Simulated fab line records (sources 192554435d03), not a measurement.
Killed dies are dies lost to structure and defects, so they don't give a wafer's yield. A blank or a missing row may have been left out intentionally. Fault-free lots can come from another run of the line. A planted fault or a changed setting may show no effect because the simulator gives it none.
fab line records | flow n5-finfet | part 2 of 2: steps 18 to 28 of 28
[record] lots = 5 wafers = 15 last-day = 18
route steps=1938 shown SD_EPI_P@297
lots untouched by any fault: they come from a run of this same line in which no faults occurred
start-h: the number of hours between the record's first day and the start of the first shown wafer of the lot | wait-h: hours from the lot's prior step to this one | " as in the row above | L1.1+2: a row that stands for several wafers | - no value, or no start given | * or withheld: withheld | < > ~ a bound
route shown NAME@n: a module of which the file shows steps, and the number in the route of the first | usual: mean/standard deviation taken from wafers without a fault | same: alike in all rows | chamber/n: place in a boat | sites: per-site readings | _std_site: how widely they spread, as a standard deviation | _edge_site: inner sites' mean taken away from outer sites' mean | radius-mm: for every site, how far away it sits from the centre of the wafer | mask NAME#n: copy n | behind: tool/chamber where the wafer was last shaped | hold: why the lot went on hold/how many hours it stayed there/how the hold came to an end | device: which transistor (n, p or np) failed to switch | end of line: the same wafers' tests at the end of the route | a step given without rows: its recipe and nothing more | killed: at the first sort, the dies lost to defects and structure; wafer yield is something else | map: the dies of a wafer, with x for killed, . for not killed, _ for no die there
set.NAME: the setting the step ran with; set.NAME@STEP: the setting that earlier step ran with | model.NAME: the simulator's own value behind a step, which no gauge read
certain route steps with their lots: each step a table, each wafer a row
services: a tool's chamber out of use, with start hour (start-h, from the record's first day; less than 0 if before it), hours out, and reason
[[steps]]
[step N5_SD_EPI_P_SD_RECESS_17]
[recipe] chemistry = HBr/Cl2/O2 target-depth-a = 391 bt-time-s = 3 pressure-mtorr = 10 icp-w = 800 bias-w = 112 HBr_flow_sccm = 150 Cl2_flow_sccm = 80 O2_flow_sccm = 12
[usual] O2_flow_sccm = 12.00/0.036 drypump-motor-current-A = 5.7/0.44 he-backside-leak-sccm = 2.75/0.25 oes_o_777_au = 1.003/0.016 oes-product-au = 1.005/0.016 throttle-valve-pct = 37.17/0.24
[same] bt-time-s = 3
// columns lot.wafer tool chamber start-h wait-h O2_flow_sccm drypump-motor-current-A he-backside-leak-sccm oes_o_777_au oes-product-au rf-hours-counter-h throttle-valve-pct
L074.1 rie-si-05 2 55.19 0.0 12.00 6.3 2.51 1.023 1.011 32 36.99
L074.4 " 3 " " 11.93 5.3 2.93 0.994 0.995 189 37.60
L074.6 " 1 " " 11.96 5.9 3.07 1.013 1.028 - 37.07
L081.2 rie-si-04 3 96.97 0.0 11.95 5.4 2.30 1.006 1.007 71 37.00
L081.3 " 2 " " 11.98 5.8 2.42 0.989 0.986 110 37.50
L081.5 " 0 " " 12.04 5.7 2.75 1.027 1.016 - 37.60
L089.3 rie-si-05 0 147.40 0.0 12.00 5.6 3.05 1.014 1.006 193 36.97
L089.4 " 3 " " 11.98 5.3 3.04 0.992 0.993 191 37.58
L089.6 " 1 " " 11.92 5.9 3.15 1.011 1.034 - 37.05
L091.3 rie-si-01 2 160.10 0.0 12.00 6.5 2.96 1.014 1.033 125 37.07
L091.4 " 0 " " 11.99 4.8 2.53 0.994 0.985 105 37.38
L091.6 " 2 " " 11.99 6.5 2.88 1.017 1.023 - 37.08
L097.2 rie-si-04 2 194.64 0.0 12.05 5.7 2.57 0.987 0.988 112 37.49
L097.3 " 3 " " 12.02 5.4 2.20 1.009 1.008 73 37.00
L097.4 " 0 " " 12.06 5.7 2.96 1.035 1.023 168 37.60
[step N5_SD_EPI_P_WET_ETCH_45]
[recipe] chemistry = dHF dilution = withheld time-s = 10.7 target = SiO2 target-depth-a = 20 temp-c = 25 dry = ipa-marangoni rinse-time-s = 30 rinse-temp-c = 23
[same] rinse-time-s = 30
// columns lot.wafer tool chamber start-h wait-h
L074.1+4+6 wet-bench-04 2,4,1 55.28 0.1
L081.2+3+5 wet-bench-04 4,1,3 97.06 0.1
L089.3+4+6 wet-bench-04 0,7,1 147.50 0.1
L091.3+4+6 wet-bench-01 6,4,7 160.20 0.1
L097.2+3+4 wet-bench-01 7,1,3 194.73 0.1
[step N5_SD_EPI_P_STRIP_40]
[recipe] chemistry = N2/H2 power-w = 1000 temp-c = 250 h2-frac = 0.65 overash-fraction = 0.3 pressure-mtorr = withheld n2-flow-sccm = 1750 h2-flow-sccm = 3250
[usual] drypump-motor-current-A = 5.9/0.56 heater-power-w = 348/37 oes-product-au = 0.761/0.011
// columns lot.wafer tool chamber start-h wait-h drypump-motor-current-A heater-power-w oes-product-au rf-hours-counter-h
L074.1 plasma-asher-02 1 55.67 0.4 6.6 324 0.747 35
L074.4 " 0 " " 5.8 397 0.772 -
L074.6 " 1 " " 6.6 323 0.760 -
L081.2 plasma-asher-02 1 97.11 0.0 6.6 331 0.769 48
L081.3 " 0 " " 5.8 390 0.768 -
L081.5 " 0 " " 5.8 387 0.760 -
L089.3 plasma-asher-02 1 147.57 0.0 6.6 328 0.763 -
L089.4 " 0 " " 5.8 384 0.748 -
L089.6 " 0 " " 5.8 369 0.764 -
L091.3 plasma-asher-02 0 160.29 0.0 5.8 383 0.768 -
L091.4 " 1 " " 6.6 325 0.769 -
L091.6 " 0 " " 5.8 393 0.777 -
L097.2 plasma-asher-01 1 194.78 0.0 5.0 389 0.752 97
L097.3 " 1 " " 5.0 383 0.751 -
L097.4 " 0 " " 5.9 289 0.752 -
[step N5_SD_EPI_P_PRECLEAN_52]
[recipe] chemistry = O3/DIW time-s = 60 temp-c = 22 o3-ppm = 10
[usual] o3-ppm = 10.00/0.1
// columns lot.wafer tool chamber start-h wait-h o3-ppm
L074.1 wet-bench-06 4 55.75 - 9.90
L074.4 " 7 " " 9.95
L074.6 " 5 " " 10.16
L081.2 wet-bench-04 7 97.20 - 9.89
L081.3 " 1 " " 9.98
L081.5 " 4 " " 9.96
L089.3 wet-bench-01 5 147.63 - 10.17
L089.4 " 6 " " 10.07
L089.6 " 0 " " 9.94
L091.3 wet-bench-04 6 160.35 - 9.93
L091.4 " 2 " " 9.92
L091.6 " 4 " " 10.06
L097.2 wet-bench-06 2 194.87 - 9.92
L097.3 " 6 " " 9.98
L097.4 " 5 " " 10.14
[step N5_SD_EPI_P_SRD_20]
[recipe] dry = ipa-marangoni do-ppb = 5 time-s = 30 temp-c = 23 rinse-liquid = diw
[usual] do-ppb = 5.00/0.049
// columns lot.wafer tool chamber start-h wait-h do-ppb
L074.1 wet-bench-06 4 55.77 0.0 5.09
L074.4 " 7 " " 4.98
L074.6 " 5 " " 5.00
L081.2 wet-bench-04 7 97.22 0.0 4.97
L081.3 " 1 " " 5.02
L081.5 " 4 " " 5.01
L089.3 wet-bench-01 5 147.67 0.0 5.04
L089.4 " 6 " " 5.01
L089.6 " 0 " " 5.04
L091.3 wet-bench-04 6 160.37 0.0 5.00
L091.4 " 2 " " 4.94
L091.6 " 4 " " 4.96
L097.2 wet-bench-06 2 194.89 0.0 4.96
L097.3 " 6 " " 5.03
L097.4 " 5 " " 4.98
[step N5_SD_EPI_P_PRECLEAN_51]
[recipe] chemistry = NF3:NH3 afs-cycles = 1 temp-c = 30 time-s = 20 sublimation-temp-c = 180 sublimation-time-s = 60 pressure-torr = 3 rf-power-w = 30
// columns lot.wafer tool chamber start-h wait-h
L074.1+4+6 epi-rpcvd-01 0 55.82 0.0
L081.2+3+5 epi-rpcvd-01 0 97.30 0.1
L089.3+4+6 epi-rpcvd-02 0 147.80 0.1
L091.3+4+6 epi-rpcvd-01 0 160.48 0.1
L097.2+3+4 epi-rpcvd-01 0 194.97 0.1
[step N5_SD_EPI_P_VAPOR_ETCH_44]
[recipe] chemistry = NF3/Ar target = SiGe30 temp-c = 25 time-s = 3.3 mode = isotropic
// columns lot.wafer tool chamber start-h wait-h
L074.1+4+6 epi-rpcvd-01 0 56.00 0.1
L081.2+3+5 epi-rpcvd-01 0 97.48 0.1
L089.3+4+6 epi-rpcvd-02 0 147.98 0.1
L091.3+4+6 epi-rpcvd-01 0 160.66 0.1
L097.2+3+4 epi-rpcvd-01 0 195.15 0.1
[step N5_SD_EPI_P_EPI_21]
[recipe] material = SiGe:B dopant = B temp-c = 550 pressure-torr = 20 ambient = H2 time-s = 355
// columns lot.wafer tool chamber start-h wait-h
L074.1+4+6 epi-rpcvd-01 0 56.18 0.1
L081.2+3+5 epi-rpcvd-01 0 97.99 0.5
L089.3+4+6 epi-rpcvd-02 0 148.82 0.8
L091.3+4+6 epi-rpcvd-01 0 161.50 0.8
L097.2+3+4 epi-rpcvd-01 0 195.66 0.5
[step N5_SD_EPI_P_EPI_MEAS_23]
[recipe] mode = xrd
[usual] thk-nm = 61.2/1.3
// columns lot.wafer tool chamber start-h wait-h thk-nm
L074.1 film-metro-01 - 58.38 1.8 59.4
L074.4 " - " " 61.4
L074.6 " - " " 60.7
L081.2 film-metro-01 - 99.83 1.5 63.0
L081.3 " - " " 62.4
L081.5 " - " " 63.2
L089.3 film-metro-01 - 150.30 1.1 57.8
L089.4 " - " " 61.2
L089.6 " - " " 62.6
L091.3 film-metro-01 - 162.98 1.1 62.4
L091.4 " - " " 59.8
L091.6 " - " " 61.4
L097.2 film-metro-01 - 197.49 1.5 61.0
L097.3 " - " " 62.5
L097.4 " - " " 60.7
[step N5_SD_EPI_P_HM_STRIP_48]
[recipe] chemistry = H3PO4 temp-c = 160 material = SiNx target = SiNx target-depth-a = 30 overetch-fraction = 0.3
[usual] bath-guard-temp-C = 160.0/0.55
// columns lot.wafer tool chamber start-h wait-h bath-guard-temp-C
L074.1 wet-bench-01 1 58.42 0.0 160.8
L074.4 " 4 " " 161.0
L074.6 " 0 " " 160.3
L081.2 wet-bench-06 2 99.86 0.0 159.8
L081.3 " 3 " " 160.0
L081.5 " 7 " " 160.1
L089.3 wet-bench-01 6 150.33 0.0 158.7
L089.4 " 0 " " 159.8
L089.6 " 4 " " 160.9
L091.3 wet-bench-06 3 163.02 0.0 160.0
L091.4 " 1 " " 160.3
L091.6 " 0 " " 161.3
L097.2 wet-bench-06 5 197.53 0.0 160.2
L097.3 " 6 " " 159.2
L097.4 " 1 " " 160.2
[step N5_SD_EPI_P_SRD_49]
[recipe] dry = ipa-marangoni time-s = 30 temp-c = 23 rinse-liquid = diw
// columns lot.wafer tool chamber start-h wait-h
L074.1+4+6 wet-bench-01 1,4,0 58.47 0.0
L081.2+3+5 wet-bench-06 2,3,7 99.91 0.0
L089.3+4+6 wet-bench-01 6,0,4 150.43 0.0
L091.3+4+6 wet-bench-06 3,1,0 163.07 0.0
L097.2+3+4 wet-bench-06 5,6,1 197.58 0.0
[[services]]
// columns tool chamber start-h hours kind
rie-diel-04 2 34.66 7.4 repair
rie-si-05 2 43.74 1.9 repair
arfi-scanner-01 - 60.33 1.0 pm
rie-diel-03 2 63.50 4.4 repair
rie-diel-05 3 63.51 2.7 repair
arfi-scanner-01 - 71.65 1.0 pm
arfi-scanner-01 - 75.24 0.6 repair
arfi-scanner-02 - 78.63 1.3 pm
rie-diel-03 - 78.65 2.5 repair
arfi-scanner-01 - 79.73 1.8 repair
arfi-scanner-01 - 85.29 4.8 repair
rie-si-05 1 114.00 6.8 repair
rie-diel-04 - 118.88 14.6 pm
arfi-scanner-01 - 126.20 0.9 repair
arfi-scanner-02 - 129.53 1.0 pm
arfi-scanner-01 - 136.77 1.3 pm
plasma-asher-02 - 138.12 2.8 pm
arfi-scanner-02 - 149.27 0.8 pm
arfi-scanner-01 - 151.13 13.9 repair
arfi-scanner-02 - 151.32 1.0 pm
rie-diel-04 3 164.80 1.4 repair
arfi-scanner-01 - 165.07 0.8 pm
arfi-scanner-02 - 178.61 2.3 repair
rie-diel-03 1 194.09 2.4 repair
